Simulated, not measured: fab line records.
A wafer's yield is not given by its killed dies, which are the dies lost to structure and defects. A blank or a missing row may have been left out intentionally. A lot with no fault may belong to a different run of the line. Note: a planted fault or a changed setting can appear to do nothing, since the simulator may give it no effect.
fab line records	flow nandHarc
[record] lots = 11	wafers = 33	lastDay = 33
route steps=1302 shown A_SLIT@942 A_WL_FILL@959 END@1302
lots that met no fault: from a run of the same line without faults
startH: start of the lot's first displayed wafer, in hours after the record's first day	waitH: hours from the lot's prior step to this one	" identical to the entry in the row above	L1.1+2: one row covering several wafers at once	- no value, or no start was given	* or withheld: withheld	< > ~ a bound
route shown NAME@n: names a module that has steps shown in the file, with the first one's number in the route	usual: average and standard deviation across the fault-free wafers	same: alike in all rows	chamber/n: place in a boat	sites: the reading at each site	_std_site: the values' standard deviation	_edge_site: mean of outer sites minus mean of inner sites	radiusMm: for every site, how far away it sits from the centre of the wafer	mask NAME#n: copy n	behind: tool/chamber where the wafer was last shaped	hold: why the lot went on hold/how many hours it stayed there/how the hold came to an end	device: whichever transistor did not switch (one of n, p or np)	end of line: tests run on the same wafers once the route is complete	where a step has no rows: the recipe by itself	killed: at the first sort, the dies lost to defects and structure; wafer yield is something else	map: shows each die of a wafer: x if killed, . if not, _ if none is there
set.NAME: the setting that was run; set.NAME@STEP: the one run at that earlier step	model.NAME: the simulator's own value behind a step, which no gauge read
the route's steps for a sample of lots (tables are steps, rows are wafers)
services: from which hour (startH, from the record's first day; less than 0 if before it) a tool's chamber was out of use, for how many hours, and why
[[steps]]
[step NHARC_A_SLIT_ETCH_29]
[recipe] targetDepthA = 1000	overetchA = 100	timeS = 55	ionEnergyEv = 100	cf4FlowSccm = 80	o2FlowSccm = 20	arFlowSccm = 0	rfW = 300	biasW = 100	chemistry = CF4/O2
[usual] biasW = 100.0/0.31	drypumpMotorCurrentA = 5.6/0.37	oes_o_777_au = 1.001/0.0047	oesProductAu = 1.002/0.0096	rfVppV = 197.8/1.3	showerheadPlenumPTorr = 1.34/0.048	throttleValvePct = 13.398/0.0091
lot.wafer	tool	chamber	startH	waitH	biasW	drypumpMotorCurrentA	oes_o_777_au	oesProductAu	rfHoursCounterH	rfVppV	showerheadPlenumPTorr	throttleValvePct
L132.2	rieDiel-10	1	463.44	0.1	99.6	5.5	1.002	1.003	3.0	197.7	1.33	13.391
L132.3	"	3	"	"	100.3	5.6	0.997	0.992	2.5	196.2	1.30	13.392
L132.4	"	3	"	"	100.1	5.6	0.999	1.001	-	195.9	1.30	13.403
L133.1	rieDiel-10	3	463.96	0.1	100.3	5.6	0.999	0.995	2.6	198.2	1.30	13.390
L133.2	"	1	"	"	100.0	5.5	1.001	0.988	3.1	198.2	1.33	13.407
L133.5	"	1	"	"	100.8	5.5	0.998	0.987	-	198.3	1.33	13.384
L137.4	rieDiel-10	1	508.83	0.1	100.2	5.5	1.005	1.006	5.9	196.4	1.33	13.407
L137.1	"	3	"	"	100.2	5.6	1.013	0.989	5.2	196.8	1.30	13.406
L137.2	"	0	"	"	99.7	6.0	0.999	0.995	5.7	199.6	1.43	13.391
L136.4	rieDiel-10	2	523.28	0.1	99.5	5.8	1.001	1.006	4.6	196.9	1.35	13.399
L136.6	"	1	"	"	99.9	5.5	1.000	1.005	-	198.9	1.33	13.406
L136.5	"	2	"	"	99.9	5.8	0.998	1.011	-	198.1	1.35	13.397
L139.2	rieDiel-10	0	530.17	0.1	100.1	6.0	1.006	1.006	6.2	198.7	1.43	13.408
L139.1	"	2	"	"	100.2	5.8	0.993	1.011	4.8	197.7	1.35	13.418
L139.5	"	3	"	"	100.3	5.6	0.997	1.009	-	196.6	1.30	13.387
L143.3	rieDiel-10	2	571.23	0.1	99.9	5.7	1.004	1.016	6.2	198.4	1.35	13.393
L143.1	"	3	"	"	100.1	5.6	1.003	0.999	7.5	197.9	1.30	13.403
L143.6	"	1	"	"	99.9	5.5	1.000	1.004	-	199.5	1.33	13.408
L147.2	rieDiel-10	1	614.18	0.1	99.9	5.5	1.001	1.009	1.4	197.2	1.32	13.420
L147.4	"	0	"	"	100.0	6.0	0.996	1.004	1.4	198.3	1.43	13.387
L147.5	"	2	"	"	100.4	5.8	0.995	1.011	-	196.9	1.35	13.403
L148.1	rieDiel-01	2	628.05	0.1	100.5	6.0	1.006	0.989	2.8	196.4	1.30	13.412
L148.4	"	3	"	"	99.7	5.1	1.008	0.977	2.8	198.0	1.28	13.407
L148.5	"	0	"	"	99.9	4.9	1.002	1.008	-	196.9	1.30	13.403
L151.4	rieDiel-10	2	648.44	0.1	99.8	5.8	1.006	1.000	4.6	198.2	1.35	13.414
L151.3	"	0	"	"	100.0	6.0	0.997	1.002	4.8	200.9	1.43	13.403
L151.5	"	2	"	"	99.9	5.8	0.989	1.017	-	198.1	1.35	13.387
L154.1	rieDiel-03	2	658.73	0.1	100.2	4.9	1.004	1.006	1.2	197.8	1.36	13.405
L154.3	"	1	"	"	100.6	6.1	1.000	1.022	1.0	198.5	1.37	13.396
L154.6	"	1	"	"	100.0	6.1	1.002	1.021	-	199.3	1.37	13.372
L153.4	rieDiel-01	0	663.61	0.1	99.7	4.9	1.000	1.007	4.4	195.8	1.30	13.397
L153.6	"	0	"	"	100.0	4.9	0.998	0.999	-	195.5	1.30	13.380
L153.5	"	1	"	"	99.9	5.5	1.003	1.007	-	198.8	1.37	13.397
[step NHARC_A_WL_FILL_STRIP_27]
[recipe] powerW = 1500	tempC = 250	timeS = 20	chemistry = N2/H2
[usual] drypumpMotorCurrentA = 6.0/0.39	heaterPowerW = 311/22	tempC = 249.98/0.17
lot.wafer	tool	chamber	startH	waitH	drypumpMotorCurrentA	heaterPowerW	rfHoursCounterH	tempC
L133.2	plasmaAsher-02	1	472.72	0.2	5.6	345	8	250.00
L133.1	"	0	"	"	6.2	292	8	249.91
L133.5	"	1	"	"	5.5	332	-	250.17
L132.2	plasmaAsher-01	1	472.86	0.2	5.6	303	29	250.05
L132.4	"	0	"	"	6.5	354	-	250.17
L132.3	"	1	"	"	5.6	299	-	249.93
L137.1	plasmaAsher-02	1	517.70	0.1	5.6	349	16	250.09
L137.2	"	0	"	"	6.1	293	16	249.54
L137.4	"	0	"	"	6.2	293	-	249.83
L136.4	plasmaAsher-01	1	532.52	0.4	5.6	292	-	250.08
L136.6	"	1	"	"	5.6	288	-	250.03
L136.5	"	0	"	"	6.5	324	-	249.89
L139.2	plasmaAsher-02	0	538.95	0.1	6.2	294	22	250.30
L139.1	"	1	"	"	5.6	341	22	249.63
L139.5	"	0	"	"	6.2	295	-	249.96
L143.1	plasmaAsher-02	0	580.15	0.1	6.2	297	28	249.69
L143.3	"	1	"	"	5.5	333	-	249.86
L143.6	"	0	"	"	6.2	287	-	249.74
L147.2	plasmaAsher-02	1	623.03	0.1	5.6	318	3	250.01
L147.4	"	0	"	"	6.2	283	-	250.05
L147.5	"	1	"	"	5.6	318	-	250.09
L148.1	plasmaAsher-02	0	635.94	0.1	6.2	281	5	249.75
L148.4	"	1	"	"	5.6	313	-	249.86
L148.5	"	1	"	"	5.5	315	-	249.82
L151.4	plasmaAsher-01	0	657.43	0.1	6.5	319	-	250.02
L151.3	"	1	"	"	5.7	289	-	249.94
L151.5	"	1	"	"	5.6	291	-	249.84
L154.1	plasmaAsher-02	0	667.76	0.2	6.2	283	12	249.99
L154.3	"	1	"	"	5.5	319	-	250.40
L154.6	"	1	"	"	5.5	325	-	250.11
L153.4	plasmaAsher-02	1	673.03	0.2	5.6	327	-	250.04
L153.6	"	0	"	"	6.1	285	-	249.92
L153.5	"	1	"	"	5.6	321	-	249.97
[step NHARC_A_WL_FILL_ETCHBACK_17]
[recipe] targetDepthA = 40	timeS = 26.7	chemistry = Cl2/BCl3
[usual] drypumpMotorCurrentA = 5.45/0.17	oesProductAu = 0.998/0.008	runLengthS = 48.2/0.33
lot.wafer	tool	chamber	startH	waitH	drypumpMotorCurrentA	oesProductAu	rfHoursCounterH	runLengthS
L133.1	rieMetal-02	0	485.51	-	5.60	0.988	0.9	47.9
L133.2	"	1	"	"	5.19	0.988	0.4	48.1
L133.5	"	1	"	"	5.20	0.998	-	48.7
L132.2	rieMetal-03	0	485.55	-	5.32	1.015	2.7	48.1
L132.4	"	0	"	"	5.32	1.013	-	48.8
L132.3	"	1	"	"	5.33	1.006	-	47.9
L137.2	rieMetal-01	0	527.91	-	5.53	0.999	1.9	48.4
L137.1	"	1	"	"	5.62	1.006	2.6	47.8
L137.4	"	0	"	"	5.54	0.994	-	48.4
L136.4	rieMetal-01	1	542.69	-	5.65	0.984	-	47.9
L136.6	"	0	"	"	5.56	0.993	-	48.6
L136.5	"	1	"	"	5.65	0.992	-	47.8
L139.1	rieMetal-01	1	549.15	-	5.68	0.996	2.7	47.8
L139.2	"	0	"	"	5.54	0.995	2.0	49.1
L139.5	"	0	"	"	5.53	0.989	-	49.0
L143.1	rieMetal-03	0	589.84	-	5.31	1.005	1.4	48.1
L143.3	"	0	"	"	5.31	0.999	-	48.4
L143.6	"	1	"	"	5.33	1.016	-	48.0
L147.2	rieMetal-03	1	631.87	-	5.33	1.003	-	34.9
L147.4	"	1	"	"	5.32	1.015	-	35.4
L147.5	"	1	"	"	5.30	1.007	-	35.2
L148.1	rieMetal-03	1	646.80	-	5.32	1.008	2.9	35.1
L148.4	"	0	"	"	5.30	0.998	-	35.7
L148.5	"	0	"	"	5.31	0.991	-	35.3
L151.3	rieMetal-02	1	671.02	-	5.18	0.995	-	48.3
L151.4	"	0	"	"	5.56	0.995	-	48.1
L151.5	"	0	"	"	5.59	0.988	-	47.9
L154.1	rieMetal-01	0	680.38	-	5.54	1.003	2.2	48.8
L154.3	"	1	"	"	5.66	1.006	-	47.6
L154.6	"	0	"	"	5.54	1.003	-	48.5
L153.4	rieMetal-02	1	683.38	-	5.21	1.000	-	48.2
L153.6	"	0	"	"	5.60	0.999	-	48.1
L153.5	"	1	"	"	5.17	1.007	-	48.1
[step NHARC_A_WL_FILL_ETCHBACK_26]
[recipe] targetDepthA = 520	timeS = 13.3	hbrFlowSccm = 150	rfW = 350	icpW = 350	biasW = 60	chemistry = HBr
[usual] biasW = 60.02/0.18	drypumpMotorCurrentA = 5.6/0.56	oesProductAu = 1.001/0.01	runLengthS = 34.3/0.38	throttleValvePct = 23.267/0.0096
lot.wafer	tool	chamber	startH	waitH	biasW	drypumpMotorCurrentA	oesProductAu	rfHoursCounterH	runLengthS	throttleValvePct
L132.3	rieSi-03	2	490.76	0.4	60.16	5.5	1.003	0.4	34.4	23.272
L132.2	"	3	"	"	59.84	5.2	0.988	0.5	34.8	23.270
L132.4	"	1	"	"	60.21	4.7	0.980	0.5	35.0	23.278
L133.1	rieSi-01	2	490.76	0.4	60.17	5.4	1.000	0.9	34.2	23.284
L133.2	"	0	"	"	59.89	6.6	0.997	0.8	34.4	23.273
L133.5	"	3	"	"	59.97	5.0	0.988	-	33.9	23.268
L137.2	rieSi-05	0	533.16	0.4	59.95	6.2	1.003	0.3	34.5	23.265
L137.1	"	2	"	"	60.06	5.8	0.995	0.2	34.5	23.273
L137.4	"	0	"	"	59.85	6.1	0.995	-	34.7	23.272
L136.4	rieSi-03	3	547.92	0.4	60.10	5.2	0.998	0.8	35.0	23.265
L136.5	"	1	"	"	60.08	4.7	0.978	-	35.2	23.262
L136.6	"	2	"	"	59.94	5.5	1.016	-	34.6	23.243
L139.1	rieSi-05	3	554.36	0.4	60.20	6.0	1.010	0.4	34.2	23.256
L139.2	"	1	"	"	60.12	5.0	1.007	0.3	34.2	23.256
L139.5	"	3	"	"	60.02	6.0	1.012	-	34.1	23.256
L143.3	rieSi-05	2	594.97	0.4	59.63	5.8	0.994	0.7	34.1	23.269
L143.1	"	3	"	"	59.78	6.0	0.997	0.7	34.1	23.265
L143.6	"	0	"	"	59.93	6.1	1.014	-	34.4	23.266
L147.2	rieSi-01	1	637.03	0.4	60.21	5.2	0.999	0.5	34.2	23.252
L147.4	"	2	"	"	59.77	5.4	0.992	0.5	34.3	23.260
L147.5	"	3	"	"	60.01	5.0	0.999	-	33.7	23.254
L148.1	rieSi-01	1	652.07	0.4	59.90	5.2	1.011	0.5	34.2	23.256
L148.4	"	2	"	"	60.10	5.4	0.982	0.5	34.6	23.269
L148.5	"	3	"	"	60.24	5.0	0.997	-	34.2	23.270
L151.4	rieSi-01	1	676.13	0.4	60.27	5.2	1.005	0.7	34.0	23.282
L151.3	"	2	"	"	60.17	5.4	0.988	0.8	34.5	23.265
L151.5	"	3	"	"	60.21	5.1	1.011	-	33.8	23.247
L154.3	rieSi-05	3	685.50	0.4	59.77	6.0	1.011	0.1	34.1	23.256
L154.1	"	2	"	"	59.83	5.8	1.010	0.1	34.5	23.255
L154.6	"	3	"	"	60.16	6.0	1.023	-	34.0	23.263
L153.4	rieSi-01	1	688.61	0.4	60.04	5.2	1.002	0.8	34.4	23.266
L153.5	"	2	"	"	60.15	5.4	0.997	-	34.2	23.272
L153.6	"	3	"	"	59.86	5.0	1.003	-	33.5	23.281
[step NHARC_END_SORT_01]
[recipe] tempC = 25
[usual] killedAtArray = 53/18	killedAtOther = 1.0/1.2	killedAtPeriphery = 3.6/2.4	killedDies = 58/18	killedOpen = 3.4/1.8	killedShort = 2.3/1.5
[same] grossDies = 677
lot.wafer	tool	chamber	startH	waitH	killedAtArray	killedAtOther	killedAtPeriphery	killedDies	killedOpen	killedShort
L133.1	prober-01	0	571.58	2.5	76	0	5	81	4	4
L133.2	prober-01	0	572.38	2.8	76	1	8	85	3	2
L133.5	prober-01	0	574.79	3.7	88	1	7	96	7	1
L132.2	prober-02	0	572.36	2.8	23	0	3	26	2	2
L132.3	prober-02	0	573.18	3.1	26	1	5	32	8	1
L132.4	prober-02	0	573.99	3.4	20	0	6	26	1	2
L137.1	prober-02	0	619.40	2.5	34	3	1	38	2	1
L137.2	prober-02	0	620.20	2.8	43	3	2	48	3	5
L137.4	prober-02	0	621.80	3.4	38	2	5	45	4	4
L136.4	prober-01	0	630.66	3.4	59	4	1	64	1	3
L136.5	prober-01	0	631.46	3.7	54	0	0	54	4	0
L136.6	prober-01	0	632.26	4.0	63	1	5	69	1	3
L139.1	prober-02	0	633.87	2.5	41	1	4	46	3	2
L139.2	prober-02	0	634.68	2.8	48	0	5	53	5	2
L139.5	prober-02	0	637.10	3.7	39	0	5	44	2	3
L143.1	prober-02	0	675.98	2.5	68	0	1	69	3	1
L143.3	prober-02	0	677.57	3.1	61	0	2	63	4	2
L143.6	prober-02	0	679.96	4.0	68	0	3	71	6	2
L147.2	prober-02	0	717.73	2.8	73	0	13	86	2	2
L147.4	prober-02	0	719.33	3.4	52	0	10	62	3	4
L147.5	prober-02	0	720.13	3.7	75	1	9	85	3	8
L148.1	prober-01	0	732.92	2.5	41	2	1	44	3	0
L148.4	prober-01	0	735.38	3.5	36	2	4	42	4	2
L148.5	prober-01	0	736.20	3.8	40	1	3	44	5	4
L151.3	prober-01	0	765.30	3.1	44	0	1	45	2	2
L151.4	prober-01	0	766.09	3.4	53	0	3	56	4	2
L151.5	prober-01	0	766.88	3.6	50	0	3	53	3	1
L154.1	prober-01	0	771.47	2.5	57	0	3	60	2	3
L154.3	prober-01	0	773.09	3.1	42	0	4	46	3	5
L154.6	prober-01	0	775.53	4.1	33	0	3	36	4	0
L153.4	prober-02	0	778.54	3.4	68	4	4	76	5	4
L153.5	prober-02	0	779.34	3.7	34	2	6	42	2	1
L153.6	prober-02	0	780.15	4.0	54	2	2	58	4	3
// killed by level:class
L133.1 A_CHANNEL_HOLE_D1:chamberFilmFlake=23 A_CHANNEL_HOLE_D2:chamberFilmFlake=22 A_SLIT:chamberFilmFlake=16 P_M2:chamberFilmFlake=5 A_STAIRCASE:chamberFilmFlake=4 A_ONON_D1:geometricParticle:open=1 A_CHANNEL_FILL_D1:geometricParticle:short=1 A_DECK1_JOINT:geometricParticle:short=1
L132.2 A_CHANNEL_HOLE_D2:chamberFilmFlake=5 A_DECK1_JOINT:chamberFilmFlake=4 A_STAIRCASE:chamberFilmFlake=4 A_ZERO_WELL:chamberFilmFlake=2 P_STI:chamberFilmFlake=2 A_CONTACT:chamberFilmFlake=2 A_BONDPAD:chamberFilmFlake=2 P_M0:geometricParticle:open=1
L133.2 A_CHANNEL_HOLE_D1:chamberFilmFlake=21 A_SLIT:chamberFilmFlake=21 A_CHANNEL_HOLE_D2:chamberFilmFlake=19 A_STAIRCASE:chamberFilmFlake=8 P_GATE:chamberFilmFlake=3 P_M2:chamberFilmFlake=3 A_WL_FILL:chamberFilmFlake=2 P_GATE:geometricParticle:open=1
L132.3 A_STAIRCASE:chamberFilmFlake=6 A_CONTACT:chamberFilmFlake=5 A_DECK1_JOINT:chamberFilmFlake=3 A_CHANNEL_HOLE_D2:chamberFilmFlake=3 A_ONON_D1:geometricParticle:open=2 A_CHANNEL_FILL_D1:geometricParticle:open=2 A_DECK1_JOINT:geometricParticle:open=2 A_CHANNEL_HOLE_D1:chamberFilmFlake=2
L132.4 A_STAIRCASE:chamberFilmFlake=6 A_CHANNEL_HOLE_D2:chamberFilmFlake=5 A_ONON_D1:geometricParticle:short=2 P_STI:chamberFilmFlake=2 A_ZERO_WELL:chamberFilmFlake=2 A_CONTACT:chamberFilmFlake=2 A_CONTACT:unspecified=2 P_M0:geometricParticle:open=1
L133.5 A_CHANNEL_HOLE_D1:chamberFilmFlake=31 A_CHANNEL_HOLE_D2:chamberFilmFlake=26 A_SLIT:chamberFilmFlake=16 A_STAIRCASE:chamberFilmFlake=4 P_M2:chamberFilmFlake=3 A_DECK1_JOINT:chamberFilmFlake=3 P_GATE:chamberFilmFlake=2 P_M2:geometricParticle:open=1
L137.1 A_CHANNEL_HOLE_D2:chamberFilmFlake=26 A_STAIRCASE:chamberFilmFlake=3 THIN_TSV:chamberFilmFlake=3 A_CHANNEL_FILL_D1:geometricParticle:short=1 A_CHANNEL_FILL_D1:geometricParticle:open=1 A_SGD_CUT:geometricParticle:open=1 P_STI:chamberFilmFlake=1 A_DECK1_JOINT:chamberFilmFlake=1
L137.2 A_CHANNEL_HOLE_D2:chamberFilmFlake=27 A_CONTACT:chamberFilmFlake=3 THIN_TSV:chamberFilmFlake=3 A_CHANNEL_HOLE_D1:chamberFilmFlake=2 A_ONON_D1:geometricParticle:short=1 A_CHANNEL_HOLE_D1:geometricParticle:short=1 A_CHANNEL_FILL_D2:geometricParticle:open=1 A_SLIT:geometricParticle:short=1
L137.4 A_CHANNEL_HOLE_D2:chamberFilmFlake=21 A_CONTACT:chamberFilmFlake=5 P_GATE:chamberFilmFlake=2 A_ZERO_WELL:chamberFilmFlake=2 A_CHANNEL_HOLE_D1:chamberFilmFlake=2 THIN_TSV:chamberFilmFlake=2 P_GATE:geometricParticle:short=1 P_M0:geometricParticle:short=1
L136.4 A_CHANNEL_HOLE_D1:chamberFilmFlake=30 A_STAIRCASE:chamberFilmFlake=8 A_CONTACT:chamberFilmFlake=6 A_CHANNEL_HOLE_D2:chamberFilmFlake=5 THIN_TSV:chamberFilmFlake=4 A_CHANNEL_FILL_D1:chamberFilmFlake=2 A_DECK1_JOINT:geometricParticle:short=1 A_CHANNEL_FILL_D2:geometricParticle:short=1
L136.5 A_CHANNEL_HOLE_D1:chamberFilmFlake=27 A_CONTACT:chamberFilmFlake=10 A_CHANNEL_HOLE_D2:chamberFilmFlake=7 A_STAIRCASE:chamberFilmFlake=3 A_CHANNEL_FILL_D2:chamberFilmFlake=2 A_CHANNEL_FILL_D1:geometricParticle:open=1 A_CONTACT:geometricParticle:open=1 A_BLC:geometricParticle:open=1
L136.6 A_CHANNEL_HOLE_D1:chamberFilmFlake=32 A_STAIRCASE:chamberFilmFlake=9 A_CHANNEL_HOLE_D2:chamberFilmFlake=9 P_CONTACT:chamberFilmFlake=3 A_WL_FILL:chamberFilmFlake=3 A_CONTACT:chamberFilmFlake=3 A_DECK1_JOINT:geometricParticle:short=2 A_CHANNEL_FILL_D1:chamberFilmFlake=2
L139.1 A_CHANNEL_HOLE_D2:chamberFilmFlake=26 A_CHANNEL_HOLE_D1:chamberFilmFlake=9 A_CONTACT:chamberFilmFlake=2 P_M0:geometricParticle:open=1 A_SOURCE_PLATE:geometricParticle:short=1 A_CHANNEL_FILL_D2:geometricParticle:open=1 A_M0:geometricParticle:open=1 STARTING-WAFER:geometricParticle:short=1
L139.2 A_CHANNEL_HOLE_D2:chamberFilmFlake=33 A_WL_FILL:chamberFilmFlake=3 A_ONON_D2:geometricParticle:open=2 P_BONDPAD:chamberFilmFlake=2 A_ZERO_WELL:chamberFilmFlake=2 A_CHANNEL_HOLE_D1:chamberFilmFlake=2 P_STI:geometricParticle:short=1 P_CONTACT:geometricParticle:short=1
L139.5 A_CHANNEL_HOLE_D2:chamberFilmFlake=27 A_CONTACT:chamberFilmFlake=7 P_BONDPAD:chamberFilmFlake=2 P_CONTACT:geometricParticle:open=1 P_M1:geometricParticle:short=1 A_CHANNEL_HOLE_D1:geometricParticle:short=1 A_WL_FILL:geometricParticle:open=1 A_M0:geometricParticle:short=1
L143.1 A_CHANNEL_HOLE_D1:chamberFilmFlake=31 A_SLIT:chamberFilmFlake=21 A_CONTACT:chamberFilmFlake=9 A_CHANNEL_FILL_D1:geometricParticle:open=1 A_WL_FILL:geometricParticle:short=1 A_BLC:geometricParticle:open=1 A_M1:geometricParticle:open=1 P_ZERO_WELL:chamberFilmFlake=1
L143.3 A_CHANNEL_HOLE_D1:chamberFilmFlake=30 A_SLIT:chamberFilmFlake=21 A_M0:geometricParticle:open=2 A_CONTACT:chamberFilmFlake=2 P_M0:geometricParticle:open=1 A_ONON_D1:geometricParticle:open=1 A_ONON_D1:geometricParticle:short=1 A_SGD_CUT:geometricParticle:short=1
L143.6 A_CHANNEL_HOLE_D1:chamberFilmFlake=34 A_SLIT:chamberFilmFlake=22 A_ONON_D1:geometricParticle:open=2 A_STAIRCASE:chamberFilmFlake=2 P_GATE:geometricParticle:short=1 A_DECK1_JOINT:geometricParticle:short=1 A_SGD_CUT:geometricParticle:open=1 A_WL_FILL:geometricParticle:open=1
L147.2 A_CHANNEL_HOLE_D1:chamberFilmFlake=35 A_CHANNEL_HOLE_D2:chamberFilmFlake=14 P_CONTACT:chamberFilmFlake=12 A_SLIT:chamberFilmFlake=8 A_BONDPAD:chamberFilmFlake=6 A_DECK1_JOINT:chamberFilmFlake=3 A_CHANNEL_FILL_D1:geometricParticle:short=1 A_SLIT:geometricParticle:short=1
L147.4 A_CHANNEL_HOLE_D1:chamberFilmFlake=20 A_CHANNEL_HOLE_D2:chamberFilmFlake=14 P_CONTACT:chamberFilmFlake=5 A_SLIT:chamberFilmFlake=4 P_GATE:chamberFilmFlake=3 A_CONTACT:chamberFilmFlake=3 A_M0:chamberFilmFlake=3 A_BONDPAD:chamberFilmFlake=2
L147.5 A_CHANNEL_HOLE_D1:chamberFilmFlake=31 A_CHANNEL_HOLE_D2:chamberFilmFlake=21 A_SLIT:chamberFilmFlake=8 A_WL_FILL:geometricParticle:short=4 A_BONDPAD:chamberFilmFlake=4 P_GATE:chamberFilmFlake=3 P_CONTACT:chamberFilmFlake=3 A_STAIRCASE:chamberFilmFlake=3
L148.1 A_SLIT:chamberFilmFlake=24 A_CHANNEL_HOLE_D1:chamberFilmFlake=5 A_CHANNEL_FILL_D2:chamberFilmFlake=4 A_STAIRCASE:chamberFilmFlake=3 THIN_TSV:chamberFilmFlake=2 A_CHANNEL_FILL_D1:geometricParticle:open=1 A_ONON_D2:geometricParticle:open=1 A_CHANNEL_FILL_D2:geometricParticle:open=1
L148.4 A_SLIT:chamberFilmFlake=15 A_CHANNEL_HOLE_D1:chamberFilmFlake=5 A_CONTACT:chamberFilmFlake=5 A_STAIRCASE:chamberFilmFlake=4 A_DECK1_JOINT:chamberFilmFlake=3 P_M0:geometricParticle:open=2 THIN_TSV:chamberFilmFlake=2 P_STI:geometricParticle:open=1
L148.5 A_SLIT:chamberFilmFlake=19 A_CHANNEL_HOLE_D1:chamberFilmFlake=6 A_CHANNEL_FILL_D2:geometricParticle:short=2 A_CHANNEL_FILL_D1:chamberFilmFlake=2 A_CHANNEL_FILL_D2:chamberFilmFlake=2 A_CONTACT:chamberFilmFlake=2 P_M0:geometricParticle:open=1 A_CHANNEL_FILL_D1:geometricParticle:open=1
L151.3 A_SLIT:chamberFilmFlake=16 A_CHANNEL_HOLE_D2:chamberFilmFlake=9 A_CHANNEL_HOLE_D1:chamberFilmFlake=8 A_STAIRCASE:chamberFilmFlake=6 A_WL_FILL:geometricParticle:short=2 A_ONON_D1:geometricParticle:open=1 A_WL_FILL:geometricParticle:open=1 P_GATE:chamberFilmFlake=1
L151.4 A_SLIT:chamberFilmFlake=21 A_CHANNEL_HOLE_D1:chamberFilmFlake=11 A_CHANNEL_HOLE_D2:chamberFilmFlake=8 A_STAIRCASE:chamberFilmFlake=4 A_CONTACT:chamberFilmFlake=3 A_CONTACT:geometricParticle:open=2 P_CONTACT:geometricParticle:short=1 A_SGD_CUT:geometricParticle:short=1
L151.5 A_SLIT:chamberFilmFlake=14 A_CHANNEL_HOLE_D2:chamberFilmFlake=14 A_CHANNEL_HOLE_D1:chamberFilmFlake=8 A_CONTACT:chamberFilmFlake=6 P_ZERO_WELL:chamberFilmFlake=3 A_STAIRCASE:chamberFilmFlake=3 A_SOURCE_PLATE:geometricParticle:open=1 A_CHANNEL_FILL_D2:geometricParticle:short=1
L154.1 A_SLIT:chamberFilmFlake=21 A_CHANNEL_HOLE_D2:chamberFilmFlake=18 A_CONTACT:chamberFilmFlake=12 A_CHANNEL_HOLE_D1:chamberFilmFlake=2 P_CONTACT:geometricParticle:short=1 P_M0:geometricParticle:open=1 P_M1:geometricParticle:open=1 A_CHANNEL_FILL_D2:geometricParticle:short=1
L154.3 A_SLIT:chamberFilmFlake=14 A_CHANNEL_HOLE_D2:chamberFilmFlake=12 A_CONTACT:chamberFilmFlake=6 A_WL_FILL:geometricParticle:short=2 P_GATE:geometricParticle:open=1 P_CONTACT:geometricParticle:short=1 A_DECK1_JOINT:geometricParticle:short=1 A_ONON_D2:geometricParticle:open=1
L154.6 A_SLIT:chamberFilmFlake=17 A_CHANNEL_HOLE_D2:chamberFilmFlake=7 A_CONTACT:chamberFilmFlake=3 P_CONTACT:geometricParticle:open=1 A_ONON_D1:geometricParticle:open=1 A_ONON_D2:geometricParticle:open=1 A_CHANNEL_FILL_D2:geometricParticle:open=1 P_GATE:chamberFilmFlake=1
L153.4 A_SLIT:chamberFilmFlake=23 A_CHANNEL_HOLE_D1:chamberFilmFlake=9 A_CONTACT:chamberFilmFlake=8 A_STAIRCASE:chamberFilmFlake=4 THIN_TSV:chamberFilmFlake=4 A_M1:chamberFilmFlake=4 A_BONDPAD:chamberFilmFlake=3 P_M2:chamberFilmFlake=2
L153.5 A_SLIT:chamberFilmFlake=14 A_CONTACT:chamberFilmFlake=6 A_CHANNEL_HOLE_D1:chamberFilmFlake=4 A_M1:chamberFilmFlake=4 P_GATE:chamberFilmFlake=3 A_ZERO_WELL:chamberFilmFlake=2 THIN_TSV:chamberFilmFlake=2 P_GATE:geometricParticle:open=1
L153.6 A_SLIT:chamberFilmFlake=24 A_CONTACT:chamberFilmFlake=8 A_CHANNEL_HOLE_D1:chamberFilmFlake=5 A_STAIRCASE:chamberFilmFlake=4 A_CONTACT:geometricParticle:open=2 A_ZERO_WELL:chamberFilmFlake=2 A_BLC:chamberFilmFlake=2 A_M1:chamberFilmFlake=2
[[services]]
tool	chamber	startH	hours	kind
rieSi-01	3	442.75	4.8	repair
rieDiel-10	2	452.95	13.8	repair
rieMetal-02	-	454.00	9.0	pm
rieMetal-02	1	471.42	2.7	repair
rieSi-05	-	482.00	9.0	pm
rieMetal-02	-	492.72	0.5	repair
rieMetal-03	0	514.65	10.8	repair
rieMetal-03	-	519.14	9.0	pm
plasmaAsher-01	-	519.30	9.0	pm
rieSi-05	1	529.61	8.9	repair
rieSi-01	-	547.00	9.0	pm
rieDiel-10	2	551.56	5.8	repair
plasmaAsher-02	-	567.53	2.5	repair
rieMetal-01	-	575.00	9.0	pm
rieSi-05	-	585.50	0.2	repair
rieDiel-10	-	596.77	9.0	pm
plasmaAsher-02	-	603.22	9.0	pm
rieMetal-03	0	604.62	31.0	repair
rieMetal-02	-	631.00	9.0	pm
rieSi-05	-	659.00	9.0	pm
rieDiel-10	2	663.40	1.3	repair
rieDiel-10	3	669.14	1.5	repair
rieMetal-02	1	674.62	2.3	repair
rieDiel-10	2	685.07	13.9	repair
[[key]]
[firstSign] step = NHARC_A_WL_FILL_ETCHBACK_17	reading = runLengthS	direction = down	sigmas = 39	usual = *	struck = *
effect none on later readings
metAt NHARC_A_WL_FILL_ETCHBACK_17
struckLots L147,L148
testerLeftOut L147,L148
notActingAt NHARC_A_SLIT_ETCH_29,NHARC_A_WL_FILL_STRIP_27,NHARC_A_WL_FILL_ETCHBACK_26
onsetBetween 589.84 631.87
[fault] kind = processParameterDrift	tool = rieMetal-03	chamber = -	onsetH = 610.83	steps = NHARC_A_WL_FILL_ETCHBACK_17	channel = timeS	offset = *	shape = step	endH = 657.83	actsIn = *	stated = *
// testerLeftOut: of these lots the tester's yield and bins aren't shown, on N5 and GAA mostly nor the transistor test; their killed dies are dies lost to structure and defects alone, not to doping, threshold or leakage, so they don't give the yield
